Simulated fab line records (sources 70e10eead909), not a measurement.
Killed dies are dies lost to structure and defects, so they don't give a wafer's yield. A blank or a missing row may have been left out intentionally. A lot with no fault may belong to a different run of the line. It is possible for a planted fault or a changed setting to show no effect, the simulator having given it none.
Matching of chambers	flow nand_harc	NHARC_P_M0_CMP_23 on cmp-02 has 4 sister chambers
The step polishes, t overpolish 20 s, target thk 117.54 nm. 8 wafers are shown with their chamber, then 10 later ones without.

== WAFERS WITH THEIR CHAMBER ==
wafer	chamber	motor_current_A (A)	time_to_endpoint_s (s)
L080.4	1	12.2	27.6
L080.6	1	12.4	28.6
L082.1	3	12.3	33.0
L085.2	3	12.5	30.9
L085.4	0	11.5	33.3
L085.6	2	10.6	35.4
L087.1	0	11.3	31.6
L087.3	2	11.3	33.4

== WAFERS WITHOUT THEIR CHAMBER ==
wafer	motor_current_A (A)	time_to_endpoint_s (s)
L087.4	12.3	27.1
L090.1	11.5	31.8
L090.3	12.4	30.0
L090.4	11.9	28.8
L092.1	13.2	25.8
L092.2	11.3	32.7
L092.5	11.3	27.6
L094.1	10.9	29.5
L094.2	12.9	27.0
L094.5	11.9	29.2

== WHICH CHAMBER EACH WENT THROUGH ==
wafer	from the rows above	in truth
L087.4	1	1
L090.1	0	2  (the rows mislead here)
L090.3	can't be placed: 3 or 1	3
L090.4	can't be placed: 1 or 3 or 0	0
L092.1	can't be placed: 1 or 3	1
L092.2	can't be placed: 0 or 2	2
L092.5	can't be placed: 1 or 0 or 3 or 2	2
L094.1	can't be placed: 0 or 2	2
L094.2	1	1
L094.5	can't be placed: 1 or 3 or 0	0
2 of 10 placed correctly. Not placeable from these rows: 7 (in 7, the candidates include the true chamber). Number placed wrongly: 1.
How it was worked out, from the rows above alone: a wafer's distance from a chamber is the root of the sum, over the readings, of the square of ((its reading less the chamber's mean) divided by the reading's scatter). The wafer belongs to the nearest chamber; if the next one is less than 2 further off, it can't be placed. Each chamber's mean is taken over the wafers shown for it. The scatter: take each reading less its chamber's mean, square it, sum over the shown wafers, divide by the number of wafers less the number of chambers, and take the root.
